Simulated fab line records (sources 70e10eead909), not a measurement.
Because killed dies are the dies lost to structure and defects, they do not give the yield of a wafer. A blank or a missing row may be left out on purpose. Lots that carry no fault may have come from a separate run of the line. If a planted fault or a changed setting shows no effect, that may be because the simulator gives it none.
Comparing a struck lot with a sound one | flow nand_harc | 13 out of 1159 route steps
Sound: these wafers, L361.2, L361.5, L361.6. Wafers L365.1, L365.4, L365.6 were the ones struck. The cause is given at the end.
Per side, at each step with rows, come the tool, then ch with its chambers, and then its first start. Under that, the readings that differ: sound wafers | struck wafers | difference of the means | sigmas: that difference in standard deviations of wafers without a fault.
alike: same words and numbers on both sides, and readings whose means sit less than 2 such deviations apart. not compared: any withheld reading, any reading some wafer has no value for, any bound like >300 that may hide the same value, and any number with overlapping values for which the record gives no deviation.
A row with sigmas, a row that says differs or no value, or rows on one side alone: a step with any of these is where the two part. When numbers do not overlap yet have no deviation, they are printed without sigmas and do not part them. A reading missing from all wafers of one side parts the sides only when that side holds two or more wafers.

NHARC_A_CONTACT_CVD_19: deposits W, target thk 300 nm, time 802 s.
  sound on cvd_w-02 ch 0,1; struck on cvd_w-01 ch 0,1
  alike: heater_power_w, throttle_valve_pct
  not compared: since_wet_clean_h
NHARC_A_CONTACT_CMP_20: polishes, t overpolish 30 s, target thk 300 nm.
  sound on cmp-03 ch 0,1, day 17 18:02; struck on cmp-03 ch 0,1, day 19 00:54
  alike: motor_current_A, overpolish_run_s, time_to_endpoint_s
  not compared: pad_life_wafers
next, for these wafers, 1 step has no rows: NHARC_A_CONTACT_SRD_22.
NHARC_A_CONTACT_INSPECT_23:
  sound on defect_inspect-02 at day 17 18:25; struck on defect_inspect-01 at day 19 01:16
  alike: raw_defect_count
then, 7 steps without rows for these wafers: NHARC_A_BLC_DEHYDRATE_00 (time 120 s); NHARC_A_BLC_HMDS_01 (time 30 s); NHARC_A_BLC_COAT_02 (time 75 s); NHARC_A_BLC_COAT_03 (time 65 s); NHARC_A_BLC_COAT_04 (resist thk 90 nm); NHARC_A_BLC_SOFTBAKE_05 (time 55 s); NHARC_A_BLC_EBR_06.
NHARC_A_BLC_EXPOSE_07: exposes mask A BLC, target cd 100 nm.
  struck on arfi_scanner-02, day 19 01:31; sound on arfi_scanner-01 ch 0, day 17 18:40
  no value came back on the struck wafers for exposure_dose_mJ_cm2, focus_offset_nm (nm), reticle_temp_C (C); on the sound wafers exposure_dose_mJ_cm2 reads 69.3 69.3 69.4
  alike: mask
then, 1 step without rows for these wafers: NHARC_A_BLC_PEB_08 (peb time 65 s).

## WHERE THEY PART
Only at NHARC_A_BLC_EXPOSE_07, within this record.

WHY: what had been put in by the simulator
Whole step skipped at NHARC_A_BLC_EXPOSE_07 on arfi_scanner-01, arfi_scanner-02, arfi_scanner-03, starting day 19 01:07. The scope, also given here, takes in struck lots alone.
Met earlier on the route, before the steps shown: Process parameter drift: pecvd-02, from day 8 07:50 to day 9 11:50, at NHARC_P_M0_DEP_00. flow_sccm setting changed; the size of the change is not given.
